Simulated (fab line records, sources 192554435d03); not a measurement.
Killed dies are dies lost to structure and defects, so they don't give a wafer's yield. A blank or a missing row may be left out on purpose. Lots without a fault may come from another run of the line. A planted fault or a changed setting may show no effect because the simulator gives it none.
A struck lot beside a sound one | flow n5_finfet | 18 steps out of a route of 1938
Sound: wafers L413.1, L413.4, L413.5. Struck: wafer L417.2. (L417.1, L417.5 of the same lot were not struck and are left out.) The cause comes at the end.
At each step with rows: each side's tool, then ch and its chambers, then its first start. Under that, the readings that differ: sound wafers | struck wafers | difference of the means | sigmas: that difference in standard deviations of wafers without a fault.
alike: readings whose means differ by less than 2 such deviations, and words and numbers that are the same on both sides. not compared: withheld readings, readings that some wafer has no value for, bounds like >300 that may hide the same value, and numbers for which the record gives no deviation and whose values overlap.
The two part at a step that has a row with sigmas, a row that says differs or no value, or rows on one side only. Numbers that don't overlap but have no deviation are shown without sigmas and don't part them. A reading that every wafer of one side lacks parts them only if that side has two wafers or more.

first, 7 steps without rows for these wafers: N5_BEOL_M0_CUTY_COAT_50 (time 60 s, resist thk 15 nm); N5_BEOL_M0_CUTY_COAT_51 (resist thk 150 nm); N5_BEOL_M0_CUTY_EBR_52; N5_BEOL_M0_CUTY_SOFTBAKE_53 (time 60 s); N5_BEOL_M0_CUTY_EXPOSE_54 (exposes mask M0 ABLK); N5_BEOL_M0_CUTY_PEB_55 (peb time 60 s); N5_BEOL_M0_CUTY_DEVELOP_56 (develop time 30 s).
N5_BEOL_M0_CUTY_CD_MEAS_57: target cd 200 nm.
  sound on cd_sem-01 ch 0, day 7 23:26; struck on cd_sem-01 ch 0, day 9 04:37
  reading    | sound             | struck | difference | sigmas
  cd_nm (nm) | 199.0 198.3 198.8 | 201.0  | +2.3       | +3
N5_BEOL_M0_CUTY_OVL_MEAS_58:
  sound on overlay-02 ch 0, day 7 23:28; struck on overlay-02 ch 0, day 9 04:39
  reading          | sound          | struck | difference | sigmas
  M0_ABLK_OVL (nm) | -0.3 -0.9 -0.5 | 1.4    | +2.0       | +3
N5_BEOL_M0_CUTY_INSPECT_59: inspects for defects (macro).
  sound on defect_inspect-01, day 7 23:29; struck on defect_inspect-02, day 9 04:41
  alike: raw_defect_count
N5_BEOL_M0_CUTY_DESCUM_61: chemistry O2, time 7.9 s.
  sound on rie_diel-04 ch 0,3, day 7 23:31; struck on rie_diel-04 ch 1, day 9 05:19
  alike: drypump_motor_current_A, oes_product_au, rf_vpp_V, showerhead_plenum_p_Torr, throttle_valve_pct
  not compared: rf_hours_counter_h
N5_BEOL_M0_CUTY_ETCH_62: etches SiARC in CF4, time 58.5 s.
  sound on rie_diel-04 ch 0,3, day 7 23:33; struck on rie_diel-04 ch 1, day 9 05:21
  reading               | sound          | struck | difference | sigmas
  etch_rf_on_time_s (s) | 59.3 59.5 59.1 | 57.4   | -1.9       | -3
  alike: drypump_motor_current_A, oes_product_au, rf_vpp_V, showerhead_plenum_p_Torr, throttle_valve_pct
  not compared: rf_hours_counter_h
N5_BEOL_M0_CUTY_ETCH_63: etches SOC in N2/H2, target depth 82.7 nm, overetch 16.5 nm, time 124 s.
  sound on rie_diel-04 ch 0,3, day 7 23:36; struck on rie_diel-04 ch 1, day 9 05:24
  reading                                               | sound   | struck | difference | sigmas
  model.SiO2_of_BEOL_M0_SAQP_SPACER2_ALD_26.thk_nm (nm) | 7.2 7 7 | 6      | -1         |
  alike: drypump_motor_current_A, oes_product_au, rf_vpp_V, showerhead_plenum_p_Torr, throttle_valve_pct
  not compared: rf_hours_counter_h
then, 1 step without rows for these wafers: N5_BEOL_M0_CUTY_STRIP_64 (strips in N2/H2).
N5_BEOL_M0_ETCH_138: etches SiCN in CH3F/O2, target depth 12 nm, time 31.6 s.
  sound on rie_diel-04 ch 0,3, day 7 23:43; struck on rie_diel-04 ch 1, day 9 05:31
  alike: drypump_motor_current_A, etch_rf_on_time_s, oes_product_au, rf_vpp_V, showerhead_plenum_p_Torr, throttle_valve_pct
  not compared: rf_hours_counter_h
N5_BEOL_M0_HM_OPEN_105: chemistry Cl2/BCl3, target TiN, target depth 12 nm.
  sound on rie_metal-02 ch 0,1, day 8 00:25; struck on rie_metal-02 ch 1, day 9 05:39
  reading                                               | sound       | struck | difference | sigmas
  model.SiO2_of_BEOL_M0_SAQP_SPACER2_ALD_26.thk_nm (nm) | 2.8 2.6 2.6 | 1.8    | -0.9       |
  alike: drypump_motor_current_A, oes_product_au, throttle_valve_pct
  not compared: rf_hours_counter_h
N5_BEOL_M0_STRIP_140: strips in CF4.
  sound on rie_diel-04 ch 0,3, day 8 00:38; struck on rie_diel-04 ch 3, day 9 06:01
  alike: drypump_motor_current_A, oes_product_au, power_w, rf_vpp_V, showerhead_plenum_p_Torr, throttle_valve_pct
  not compared: rf_hours_counter_h
N5_BEOL_M4_RC_MEAS_101:
  sound on prober-01 ch 0, day 9 20:40; struck on prober-02 ch 0, day 11 01:24
  reading       | sound       | struck | difference | sigmas
  ION_N (uA/um) | 691 668 679 | 660    | -19        | -2
  alike: DIBL_N, DIBL_P, IOFF_N, IOFF_P, ION_P, SS_N, SS_P, VT_N, VT_P

WHERE THEY PART
First at N5_BEOL_M0_CUTY_CD_MEAS_57; last, within this record, at N5_BEOL_M4_RC_MEAS_101.

WHY: what the simulator had put in
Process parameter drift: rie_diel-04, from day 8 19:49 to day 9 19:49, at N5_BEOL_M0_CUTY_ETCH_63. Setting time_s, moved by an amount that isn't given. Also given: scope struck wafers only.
